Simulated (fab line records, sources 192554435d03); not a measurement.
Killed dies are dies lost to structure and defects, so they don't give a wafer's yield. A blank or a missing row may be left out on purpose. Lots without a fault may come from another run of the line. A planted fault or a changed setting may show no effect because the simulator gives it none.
fab line records | flow n5_finfet
record lots=7 wafers=21
route steps=1938 shown ZERO_LAYER@4 FIN_SAQP@105 DUMMY_GATE@215 SD_EPI_N@268 SDB@348 HKMG_FIN@406 GATE_CUT@510
start_h: hours from the record's first day to the start of the lot's first wafer shown | wait_h: hours since the lot's step before | " the same as in the row above | L1.1+2: a row that stands for several wafers | - no value, or no start given | * or withheld: withheld | < > ~ a bound
route shown NAME@n: a module of which the file shows steps, and the number in the route of the first | usual: mean/standard deviation of fault-free wafers | same: alike in all rows | chamber/n: place in a boat | sites: the reading at each site | _std_site: their standard deviation | _edge_site: outer sites' mean less inner sites' | radius_mm: how far each site lies from the wafer's centre | mask NAME#n: copy n | behind: the tool/chamber that last shaped the wafer | hold: why the lot was held/for how many hours/how that ended | device: the transistor (n, p or np) that didn't switch | end of line: the same wafers' tests at the end of the route | a step without rows: its recipe alone | killed: dies lost to structure and defects at the first sort, not the wafer's yield | map: a wafer's dies, x killed, . not, _ none there
set.NAME: the setting as run; set.NAME@STEP: as run at that earlier step | model.NAME: the simulator's own value behind a step, which no gauge read
lots whose settings were changed on purpose; a table a step, a row a wafer
## steps
# step N5_ZERO_LAYER_PECVD_02
# recipe material=SiO2 target_thk_a=100 temp_c=400 precursor=SiH4/N2O pressure_torr=0.75 rf_w=275 time_s=6
# columns lot.wafer tool chamber start_h wait_h set.time_s model.SiO2_of_ZERO_LAYER_PECVD_02.thk_nm
L075.2 pecvd-02 2 18.28 0.0 6 10.05
L075.4 " 0 " " 6 9.664
L075.6 " 1 " " 6 9.915
L085.2 pecvd-04 1 78.45 0.0 5.307 8.61
L085.3 " 0 " " 6 9.942
L085.5 " 0 " " 5.307 8.947
L087.1 pecvd-02 2 90.28 0.0 6 10.29
L087.2 " 1 " " 6 10.43
L087.3 " 0 " " 6 10
L092.2 pecvd-03 0 120.48 0.0 6 9.91
L092.5 " 2 " " 6 10.33
L092.6 " 1 " " 6 10.32
L093.1 pecvd-03 0 126.28 0.0 6 10.04
L093.4 " 2 " " 6.596 11.29
L093.6 " 0 " " 6 10.15
L094.2 pecvd-03 2 132.29 0.0 6 10.35
L094.4 " 2 " " 6 10.38
L094.6 " 0 " " 6 10.18
L097.1 pecvd-04 2 150.28 0.0 6 9.992
L097.2 " 1 " " 5.139 8.284
L097.4 " 1 " " 5.139 8.567
# step N5_FIN_SAQP_COAT_10
# recipe resist=CAR-ArF spin_rpm=1500 resist_thk_nm=90
# columns lot.wafer tool chamber start_h wait_h set.spin_rpm model.CAR-ArF_of_FIN_SAQP_COAT_10.thk_nm
L075.2 litho_track-04 0 - - 1500 90.01
L075.4 " 0 " " 1500 89.99
L075.6 " 0 " " 1406 93.29
L085.2 litho_track-01 0 - - 1500 90.04
L085.3 " 0 " " 1500 90.34
L085.5 " 0 " " 1500 90.41
L087.1 litho_track-04 0 - - 1500 90.32
L087.2 " 0 " " 1362 94.83
L087.3 " 0 " " 1500 90.3
L092.2 litho_track-01 0 - - 1635 86.37
L092.5 " 0 " " 1500 89.97
L092.6 " 0 " " 1500 89.85
L093.1 litho_track-04 0 - - 1409 93.05
L093.4 " 0 " " 1500 90.34
L093.6 " 0 " " 1409 93.11
L094.2 litho_track-04 0 - - 1500 90.41
L094.4 " 0 " " 1500 90.37
L094.6 " 0 " " 1500 90.13
L097.1 litho_track-01 0 - - 1346 95.53
L097.2 " 0 " " 1346 95.04
L097.4 " 0 " " 1500 90.23
# step N5_DUMMY_GATE_CVD_03
# recipe material=a-Si target_thk_a=1500 temp_c=530 precursor=SiH4 time_s=8042
# columns lot.wafer tool chamber start_h wait_h set.temp_c model.a-Si_of_DUMMY_GATE_CVD_03.thk_nm
L075.2 - - - 0.1 530 151.6
L075.4 " - " " 530 151
L075.6 " - " " 530 152
L085.2 - - - 0.1 512.1 88.6
L085.3 " - " " 512.1 88.4
L085.5 " - " " 512.1 89
L087.1 - - - 0.1 519.8 114
L087.2 " - " " 519.8 114.8
L087.3 " - " " 519.8 113.6
L092.2 - - - 0.5 546.3 238.4
L092.5 " - " " 546.3 238.6
L092.6 " - " " 546.3 239
L093.1 - - - 3.3 530 152.2
L093.4 " - " " 530 150.8
L093.6 " - " " 530 150.6
L094.2 lpcvd-01 1/45 163.28 3.6 530 152.4
L094.4+6 " 1/54,1/64 " " 530 152
L097.1+4 - - - 5.5 520.1 113.2
L097.2 " - " " 520.1 111.8
# step N5_DUMMY_GATE_COAT_28
# recipe resist=underlayer temp_c=205 time_s=60 spin_rpm=1500 resist_thk_nm=10
# columns lot.wafer tool chamber start_h wait_h set.spin_rpm model.underlayer_of_DUMMY_GATE_COAT_28.thk_nm
L075.2+4 litho_track-01 0 - - 1601 9.6
L075.6 " 0 " " 1500 10
L085.2+3+5 litho_track-01 0 - - 1500 10
L087.1+2+3 litho_track-04 0 - - 1500 10
L092.2 litho_track-02 0 - - 1332 10.6
L092.5+6 " 0 " " 1500 10
L093.1+4+6 litho_track-02 0 - - 1500 10
L094.2+4+6 litho_track-04 0 - - 1500 10
L097.1 litho_track-04 0 - - 1500 10
L097.2+4 " 0 " " 1421 10.2
# step N5_SD_EPI_N_PEB_07
# recipe peb_temp_c=110 peb_time_s=60 resist=CAR-ArF-block
# columns lot.wafer tool chamber start_h wait_h set.peb_time_s
L075.2 litho_track-05 0 55.34 0.0 71.99
L075.4+6 " 0 " " 60
L085.2 litho_track-01 0 117.53 0.0 60
L085.3+5 " 0 " " 66.68
L087.1+3 litho_track-05 0 126.33 0.1 60
L087.2 " 0 " " 65.92
L092.2+6 litho_track-01 0 158.03 0.0 46.86
L092.5 " 0 " " 60
L093.1+4 litho_track-03 0 166.18 0.1 60
L093.6 " 0 " " 70.16
L094.2+4+6 litho_track-03 0 177.07 0.0 60
L097.1+2 litho_track-03 0 191.52 0.1 52.57
L097.4 " 0 " " 60
# step N5_SD_EPI_N_DEVELOP_08
# recipe develop_time_s=30 developer=TMAH resist=CAR-ArF-block dev_temp_c=23 rinse_liquid=diw dry=air_spin
# step N5_SD_EPI_N_CD_MEAS_09
# recipe target_cd_nm=120 landing_energy_ev=500 detector=se_inlens
# usual cd_nm=119.3/0.78
# columns lot.wafer tool chamber start_h wait_h set.peb_time_s@SD_EPI_N_PEB_07 cd_nm
L075.2 cd_sem-03 0 55.41 - 71.99 125.1
L075.4 " 0 " " 60 120.3
L075.6 " 0 " " 60 120.1
L085.2 cd_sem-03 0 117.59 - 60 118.6
L085.3 " 0 " " 66.68 123.7
L085.5 " 0 " " 66.68 121.9
L087.1 cd_sem-03 0 126.40 - 60 120.9
L087.2 " 0 " " 65.92 123.5
L087.3 " 0 " " 60 121.0
L092.2 cd_sem-02 0 158.10 - 46.86 108.6
L092.5 " 0 " " 60 117.8
L092.6 " 0 " " 46.86 109.4
L093.1 cd_sem-01 0 166.25 - 60 119.7
L093.4 " 0 " " 60 119.6
L093.6 " 0 " " 70.16 124.5
L094.2 cd_sem-01 0 177.14 - 60 119.5
L094.4 " 0 " " 60 118.7
L094.6 " 0 " " 60 119.0
L097.1 cd_sem-03 0 191.59 - 52.57 115.4
L097.2 " 0 " " 52.57 114.8
L097.4 " 0 " " 60 119.8
# step N5_SD_EPI_N_DESCUM_14
# recipe chemistry=O2 time_s=7.9 source_power_w=50 bias_power_w=20 pressure_mtorr=20 rf_frequency_hz=2.712e+07 temp_c=40 resist=CAR-ArF-block o2_flow_sccm=225
# columns lot.wafer tool chamber start_h wait_h set.peb_time_s@SD_EPI_N_PEB_07 model.SD_EPI_N.cd_nm
L075.2 rie_diel-05 1 55.50 0.0 71.99 125.6
L075.4+6 " 2,3 " " 60 120.6
L085.2 rie_diel-05 2 117.68 0.0 60 119.2
L085.3 " 3 " " 66.68 123.4
L085.5 " 3 " " 66.68 121.8
L087.1 rie_diel-06 0 126.59 0.1 60 120.6
L087.2 " 2 " " 65.92 123.6
L087.3 " 3 " " 60 121.2
L092.2 rie_diel-06 3 158.19 0.0 46.86 108.4
L092.5 " 1 " " 60 117.8
L092.6 " 2 " " 46.86 109
L093.1 rie_diel-05 2 166.35 0.0 60 120
L093.4 " 1 " " 60 119.8
L093.6 " 1 " " 70.16 124.4
L094.2 rie_diel-05 2 177.23 0.0 60 119.6
L094.4 " 1 " " 60 118.4
L094.6 " 2 " " 60 119.2
L097.1 rie_diel-05 1 191.71 0.1 52.57 115.6
L097.2 " 3 " " 52.57 115
L097.4 " 2 " " 60 120.4
# step N5_SDB_COAT_03
# recipe resist=SOC temp_c=250 time_s=60 spin_rpm=1500 resist_thk_nm=100
# columns lot.wafer tool chamber start_h wait_h set.spin_rpm model.SOC_of_SDB_COAT_03.thk_nm
L075.2+6 litho_track-01 0 76.23 0.1 1364 104.6
L075.4 " 0 " " 1500 99.6
L085.2+3 litho_track-04 0 134.22 0.1 1500 100
L085.5 " 0 " " 1591 97.2
L087.1+2 litho_track-04 0 143.32 0.1 1500 99.6
L087.3 " 0 " " 1500 99.8
L092.2+5+6 litho_track-05 0 174.29 0.1 1500 100
L093.1+4 litho_track-01 0 181.97 0.1 1550 99
L093.6 " 0 " " 1500 100.8
L094.2 litho_track-01 0 196.71 0.1 1500 100
L094.4+6 " 0 " " 1500 100.4
L097.1 litho_track-04 0 207.18 0.1 1350 105.4
L097.2 " 0 " " 1500 100.2
L097.4 " 0 " " 1350 105.8
# step N5_SDB_COAT_04
# recipe resist=SiARC temp_c=220 time_s=60 spin_rpm=1500 resist_thk_nm=18
# step N5_SDB_COAT_05
# recipe resist=CAR-ArF spin_rpm=1500 resist_thk_nm=90
# step N5_SDB_DESCUM_16
# recipe chemistry=O2 time_s=7.9 source_power_w=50 bias_power_w=20 pressure_mtorr=20 rf_frequency_hz=2.712e+07 temp_c=40 resist=CAR-ArF o2_flow_sccm=225
# step N5_SDB_ETCH_17
# recipe chemistry=CF4 target=SiARC target_depth_a=234 mask_material=CAR-ArF time_s=39 ion_energy_ev=80 pressure_mtorr=40 source_w=545 bias_w=36 Ar_flow_sccm=100 cf4_flow_sccm=100 ends=cleared
# step N5_SDB_ETCH_18
# recipe chemistry=N2/H2 target=SOC target_depth_a=1000 overetch_a=200 mask_material=SiARC temp_c=40 time_s=150 ion_energy_ev=200 pressure_mtorr=30 source_w=840 bias_w=150 n2_flow_sccm=200 h2_flow_sccm=200
# columns lot.wafer tool chamber start_h wait_h set.spin_rpm@SDB_COAT_03 model.etch.depth_nm
L075.2 rie_diel-05 2 76.82 0.0 1364 104.6
L075.4 " 0 " " 1500 99.69
L075.6 " 2 " " 1364 104.7
L085.2 rie_diel-06 2 134.71 0.0 1500 100.1
L085.3 " 0 " " 1500 100
L085.5 " 3 " " 1591 97.12
L087.1 rie_diel-05 2 143.85 0.0 1500 99.55
L087.2 " 1 " " 1500 99.61
L087.3 " 0 " " 1500 99.86
L092.2 rie_diel-06 1 174.69 0.0 1500 99.92
L092.5 " 1 " " 1500 100
L092.6 " 2 " " 1500 100.1
L093.1 rie_diel-01 3 182.49 0.0 1550 98.92
L093.4 " 2 " " 1550 99.01
L093.6 " 1 " " 1500 100.7
L094.2 rie_diel-01 3 197.11 0.0 1500 100
L094.4+6 " 2 " " 1500 100.3
L097.1 rie_diel-01 3 207.70 0.0 1350 105.4
L097.2 " 1 " " 1500 100.2
L097.4 " 0 " " 1350 105.7
# step N5_SDB_STRIP_19
# recipe chemistry=N2/H2 temp_c=40 n2_flow_sccm=200 h2_flow_sccm=200 rf_frequency_hz=6e+07
# step N5_SDB_STRIP_21
# recipe chemistry=CF4 resist=SiARC power_w=300 bias_power_w=75 pressure_mtorr=50 cf4_flow_sccm=150 rf_frequency_hz=6e+07
# step N5_SDB_HM_OPEN_20
# recipe chemistry=CH3F/O2 target=SiNx mask_material=SOC target_depth_a=240 stop_on=poly-Si over_etch_frac=0.4 ion_energy_ev=120 pressure_mtorr=30 source_w=395 bias_w=73 Ar_flow_sccm=150 CH3F_flow_sccm=30 O2_flow_sccm=20
# columns lot.wafer tool chamber start_h wait_h set.spin_rpm@SDB_COAT_03 model.SOC_of_SDB_COAT_03.thk_nm
L075.2 rie_diel-05 2 76.97 0.0 1364 89
L075.4 " 0 " " 1500 83.4
L075.6 " 2 " " 1364 88.8
L085.2 rie_diel-06 2 134.87 0.0 1500 83.4
L085.3 " 0 " " 1500 83.6
L085.5 " 3 " " 1591 81.6
L087.1 rie_diel-05 2 144.00 0.0 1500 84.2
L087.2 " 1 " " 1500 83.2
L087.3 " 0 " " 1500 84
L092.2 rie_diel-06 1 174.85 0.0 1500 83.6
L092.5 " 1 " " 1500 83.8
L092.6 " 2 " " 1500 83.4
L093.1 rie_diel-01 3 182.65 0.0 1550 83.2
L093.4 " 2 " " 1550 82.6
L093.6 " 1 " " 1500 85
L094.2 rie_diel-01 3 197.27 0.0 1500 84.4
L094.4 " 2 " " 1500 84
L094.6 " 2 " " 1500 83.8
L097.1 rie_diel-01 3 207.86 0.0 1350 90
L097.2 " 1 " " 1500 84.4
L097.4 " 0 " " 1350 89.8
# step N5_SDB_STRIP_22
# recipe chemistry=N2/H2 power_w=1000 temp_c=250 h2_frac=0.65 overash_fraction=0.3 pressure_mtorr=withheld n2_flow_sccm=1750 h2_flow_sccm=3250
# usual strip_time_to_endpoint_s=96.2/0.5
# columns lot.wafer tool chamber start_h wait_h set.spin_rpm@SDB_COAT_03 strip_time_to_endpoint_s
L075.2 plasma_asher-01 1 77.06 0.1 1364 100.9
L075.4 " 0 " " 1500 95.7
L075.6 " 1 " " 1364 100.8
L085.2 plasma_asher-01 0 134.95 0.1 1500 95.7
L085.3 " 1 " " 1500 95.9
L085.5 " 0 " " 1591 93.9
L087.1 plasma_asher-01 0 144.08 0.1 1500 96.3
L087.2 " 1 " " 1500 95.5
L087.3 " 1 " " 1500 96.1
L092.2 plasma_asher-01 1 174.93 0.1 1500 95.9
L092.5 " 0 " " 1500 95.9
L092.6 " 1 " " 1500 95.7
L093.1 plasma_asher-02 0 182.74 0.1 1550 95.5
L093.4 " 0 " " 1550 94.8
L093.6 " 1 " " 1500 97.2
L094.2 plasma_asher-01 0 197.35 0.1 1500 96.6
L094.4 " 1 " " 1500 96.1
L094.6 " 0 " " 1500 96.1
L097.1 plasma_asher-01 0 207.95 0.1 1350 101.8
L097.2 " 1 " " 1500 96.6
L097.4 " 1 " " 1350 101.7
# step N5_HKMG_FIN_ETCH_58
# recipe chemistry=N2/H2 target=SOC target_depth_a=2158 ion_energy_ev=50 bias_w=13 time_s=741 pressure_mtorr=30 source_w=875 n2_flow_sccm=200 h2_flow_sccm=200
# usual rf_vpp_V=99.3/0.91
# columns lot.wafer tool chamber start_h wait_h set.bias_w rf_vpp_V
L075.2 rie_diel-06 0 83.11 0.0 13 98.5
L075.4 " 2 " " 14.12 103.7
L075.6 " 0 " " 14.12 104.3
L085.2 rie_diel-06 0 140.66 0.0 13 97.9
L085.3 " 2 " " 13 98.4
L085.5 " 3 " " 13 101.3
L087.1 rie_diel-01 0 149.48 0.0 14.82 109.3
L087.2 " 3 " " 13 99.9
L087.3 " 2 " " 14.82 110.0
L092.2 rie_diel-06 2 180.85 0.0 14.12 104.4
L092.5 " 0 " " 14.12 104.0
L092.6 " 3 " " 13 99.3
L093.1 rie_diel-01 2 188.46 0.0 14.54 107.7
L093.4 " 3 " " 13 99.6
L093.6 " 2 " " 13 99.0
L094.2 rie_diel-01 0 203.05 0.0 13 99.8
L094.4 " 1 " " 13 97.6
L094.6 " 1 " " 13 98.9
L097.1 rie_diel-01 0 213.60 0.0 13 98.7
L097.2 " 1 " " 13 98.2
L097.4 " 2 " " 13 100.7
# step N5_HKMG_FIN_CVD_62
# recipe material=a-Si target_thk_a=30 temp_c=500 precursor=Si2H6 pressure_torr=1 time_s=20.8
# columns lot.wafer tool chamber start_h wait_h set.temp_c model.a-Si_of_HKMG_FIN_CVD_62.thk_nm
L075.2 thermal_cvd_si-02 2 84.53 0.2 500 3
L075.4 " 0 " " 500 2.8
L075.6 " 2 " " 479.9 1.6
L085.2+5 thermal_cvd_si-01 1 142.13 0.2 500 2.8
L085.3 " 0 " " 500 3.2
L087.1 thermal_cvd_si-01 2 150.91 0.2 507.4 3.6
L087.2 " 1 " " 500 2.8
L087.3 " 0 " " 500 3.2
L092.2 thermal_cvd_si-02 0 182.28 0.2 480.9 1.4
L092.5 " 2 " " 500 2.8
L092.6 " 1 " " 480.9 1.6
L093.1+6 thermal_cvd_si-01 2 189.89 0.2 500 2.8
L093.4 " 0 " " 500 3
L094.2+4 thermal_cvd_si-01 0 204.48 0.2 500 3.2
L094.6 " 2 " " 500 3
L097.1 thermal_cvd_si-01 2 215.04 0.2 521.9 5.4
L097.2 " 1 " " 500 3
L097.4 " 2 " " 500 2.8
# step N5_HKMG_FIN_EXPOSE_09
# recipe mask_id=NWFM na=1.35 source_shape=conventional sigma_outer=0.8 polarization=unpolarized dose_mj=39.25
# columns lot.wafer tool chamber start_h wait_h mask set.dose_mj
L075.2 arfi_scanner-02 0 85.97 - NWFM#0 39.25
L075.4+6 " 0 " " NWFM#0 40.12
L085.2+5 arfi_scanner-02 0 143.66 - NWFM#0 39.25
L085.3 " 0 " " NWFM#0 40.12
L087.1+2 arfi_scanner-01 0 152.22 - NWFM#0 39.25
L087.3 " 0 " " NWFM#0 36.83
L092.2+5 arfi_scanner-02 0 183.84 - NWFM#0 39.25
L092.6 " 0 " " NWFM#0 41.32
L093.1 arfi_scanner-02 0 191.20 - NWFM#0 39.25
L093.4+6 " 0 " " NWFM#0 36.39
L094.2+4+6 arfi_scanner-03 0 205.92 - NWFM#0 39.25
L097.1+2 arfi_scanner-03 0 216.59 - NWFM#0 39.25
L097.4 " 0 " " NWFM#0 41.92
# step N5_HKMG_FIN_DEVELOP_11
# recipe develop_time_s=30 developer=TMAH resist=CAR-ArF dev_temp_c=23 rinse_liquid=diw dry=air_spin
# columns lot.wafer tool chamber start_h wait_h set.develop_time_s
L075.2+6 litho_track-05 0 - - 30
L075.4 " 0 " " 25.91
L085.2+5 litho_track-03 0 - - 34.58
L085.3 " 0 " " 30
L087.1 litho_track-02 0 - - 30
L087.2+3 " 0 " " 34.83
L092.2 litho_track-03 0 - - 30
L092.5+6 " 0 " " 33.83
L093.1+4+6 litho_track-03 0 - - 30
L094.2+4+6 litho_track-02 0 - - 30
L097.1+2 litho_track-02 0 - - 30
L097.4 " 0 " " 27.19
# step N5_HKMG_FIN_CD_MEAS_12
# recipe target_cd_nm=92.8 landing_energy_ev=500 detector=se_inlens
# usual cd_nm=92.9/0.69
# columns lot.wafer tool chamber start_h wait_h set.dose_mj@HKMG_FIN_EXPOSE_09 cd_nm
L075.2 cd_sem-01 0 86.09 - 39.25 93.5
L075.4 " 0 " " 40.12 94.4
L075.6 " 0 " " 40.12 93.9
L085.2 cd_sem-01 0 143.78 - 39.25 93.6
L085.3 " 0 " " 40.12 95.8
L085.5 " 0 " " 39.25 93.7
L087.1 cd_sem-02 0 152.34 - 39.25 92.9
L087.2 " 0 " " 39.25 93.5
L087.3 " 0 " " 36.83 89.1
L092.2 cd_sem-01 0 183.96 - 39.25 93.2
L092.5 " 0 " " 39.25 94.8
L092.6 " 0 " " 41.32 97.4
L093.1 cd_sem-03 0 191.33 - 39.25 93.5
L093.4 " 0 " " 36.39 87.6
L093.6 " 0 " " 36.39 87.1
L094.2 cd_sem-03 0 206.04 - 39.25 93.3
L094.4 " 0 " " 39.25 93.5
L094.6 " 0 " " 39.25 92.6
L097.1 cd_sem-02 0 216.71 - 39.25 92.5
L097.2 " 0 " " 39.25 92.7
L097.4 " 0 " " 41.92 97.0
# step N5_GATE_CUT_ALD_22
# recipe material=SiNx target_thk_a=160 temp_c=400 ald_precursor_family=SiH2I2 ald_co_reactant=N2/H2-plasma pulse_time_s=1 ald_cycles=320 purge_time_s=2 co_reactant_purge_time_s=2 pressure_torr=2
# columns lot.wafer tool chamber start_h wait_h set.ald_cycles model.SiNx_of_GATE_CUT_ALD_22.thk_nm
L075.2 ald_sin-03 1 96.77 0.0 320 15.8
L075.4 " 3 " " 320 16
L075.6 " 2 " " 358 18
L085.2+3+5 ald_sin-03 0,2,3 152.99 0.0 320 16
L087.1+3 ald_sin-01 0,2 161.74 0.0 270 13.4
L087.2 " 3 " " 320 16
L092.2+5 ald_sin-03 1,3 193.15 0.0 365 18.2
L092.6 " 2 " " 320 16.2
L093.1 ald_sin-03 1 200.47 0.0 287 14.2
L093.4 " 2 " " 287 14.4
L093.6 " 2 " " 320 15.8
L094.2+4+6 ald_sin-04 0,3,3 215.34 0.0 320 16
L097.1+4 ald_sin-04 3,1 226.01 0.0 320 16
L097.2 " 0 " " 282 14.2
# step N5_GATE_CUT_CMP_23
# recipe stop_on=SiO2 t_overpolish_s=23.4 post_cmp_clean=alkaline_brush down_force_psi=2.5 platen_rpm=51.8 pad_velocity_m_s=1.0307 target_thk_nm=16
# columns lot.wafer tool chamber start_h wait_h set.down_force_psi set.ald_cycles@GATE_CUT_ALD_22 model.SiNx_of_GATE_CUT_ALD_22.thk_nm
L075.4 cmp-04 3 98.26 0.0 2.5 320 16
L075.2 " 0 " " 2.5 320 15.8
L075.6 " 0 " " 2.5 358 16.8
L085.3+2+5 cmp-04 1,3,1 154.48 0.8 2.5 320 16
L087.3 cmp-02 1 163.26 0.8 2.995 270 13
L087.1 " 2 " " 2.5 270 13.4
L087.2 " 3 " " 2.5 320 16
L092.2 cmp-02 2 194.72 0.8 2.5 365 15.6
L092.6 " 0 " " 2.978 320 15.8
L092.5 " 1 " " 2.978 365 15.8
L093.4 cmp-02 3 202.00 0.8 2.5 287 14.4
L093.1 " 1 " " 2.5 287 14.2
L093.6 " 2 " " 2.5 320 15.8
L094.4+2+6 cmp-02 2,0,2 216.86 0.8 2.5 320 16
L097.2 cmp-04 0 227.51 0.8 2.195 282 14.2
L097.1+4 " 1,2 " " 2.195 320 16
## key
split step=N5_ZERO_LAYER_PECVD_02 setting=time_s stated=6 by=wafer
response step=N5_ZERO_LAYER_PECVD_02 reading=model.SiO2_of_ZERO_LAYER_PECVD_02.thk_nm change=+0.109 per=1% r=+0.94
split step=N5_FIN_SAQP_COAT_10 setting=spin_rpm stated=1500 by=wafer
response step=N5_FIN_SAQP_COAT_10 reading=model.CAR-ArF_of_FIN_SAQP_COAT_10.thk_nm change=-0.468 per=1% r=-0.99
split step=N5_DUMMY_GATE_CVD_03 setting=temp_c stated=530 by=lot
response step=N5_DUMMY_GATE_CVD_03 reading=model.a-Si_of_DUMMY_GATE_CVD_03.thk_nm change=+23.2 per=1% r=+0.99
split step=N5_DUMMY_GATE_COAT_28 setting=spin_rpm stated=1500 by=wafer
response step=N5_DUMMY_GATE_COAT_28 reading=model.underlayer_of_DUMMY_GATE_COAT_28.thk_nm change=-0.0527 per=1% r=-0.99
split step=N5_SD_EPI_N_PEB_07 setting=peb_time_s stated=60 by=wafer
response step=N5_SD_EPI_N_CD_MEAS_09 reading=cd_nm change=+0.324 per=1% r=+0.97
response step=N5_SD_EPI_N_DESCUM_14 reading=model.SD_EPI_N.cd_nm change=+0.327 per=1% r=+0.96
split step=N5_SDB_COAT_03 setting=spin_rpm stated=1500 by=wafer
response step=N5_SDB_COAT_03 reading=model.SOC_of_SDB_COAT_03.thk_nm change=-0.532 per=1% r=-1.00
response step=N5_SDB_ETCH_18 reading=model.etch.depth_nm change=-0.531 per=1% r=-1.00
response step=N5_SDB_HM_OPEN_20 reading=model.SOC_of_SDB_COAT_03.thk_nm change=-0.536 per=1% r=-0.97
response step=N5_SDB_STRIP_22 reading=strip_time_to_endpoint_s change=* per=1% r=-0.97
split step=N5_HKMG_FIN_ETCH_58 setting=bias_w stated=13 by=wafer
response step=N5_HKMG_FIN_ETCH_58 reading=rf_vpp_V change=+0.67 per=1% r=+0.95
split step=N5_HKMG_FIN_CVD_62 setting=temp_c stated=500 by=wafer
response step=N5_HKMG_FIN_CVD_62 reading=model.a-Si_of_HKMG_FIN_CVD_62.thk_nm change=+0.423 per=1% r=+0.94
split step=N5_HKMG_FIN_EXPOSE_09 setting=dose_mj stated=39.25 by=wafer
response step=N5_HKMG_FIN_CD_MEAS_12 reading=cd_nm change=+0.71 per=1% r=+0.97
split step=N5_HKMG_FIN_DEVELOP_11 setting=develop_time_s stated=30 by=wafer
response none clear
split step=N5_GATE_CUT_ALD_22 setting=ald_cycles stated=320 by=wafer
response step=N5_GATE_CUT_ALD_22 reading=model.SiNx_of_GATE_CUT_ALD_22.thk_nm change=+0.157 per=1% r=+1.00
response step=N5_GATE_CUT_CMP_23 reading=model.SiNx_of_GATE_CUT_ALD_22.thk_nm shape=bent at_lowest=13.2 at_stated=15.95 at_highest=15.7
split step=N5_GATE_CUT_CMP_23 setting=down_force_psi stated=2.5 by=wafer
response none clear
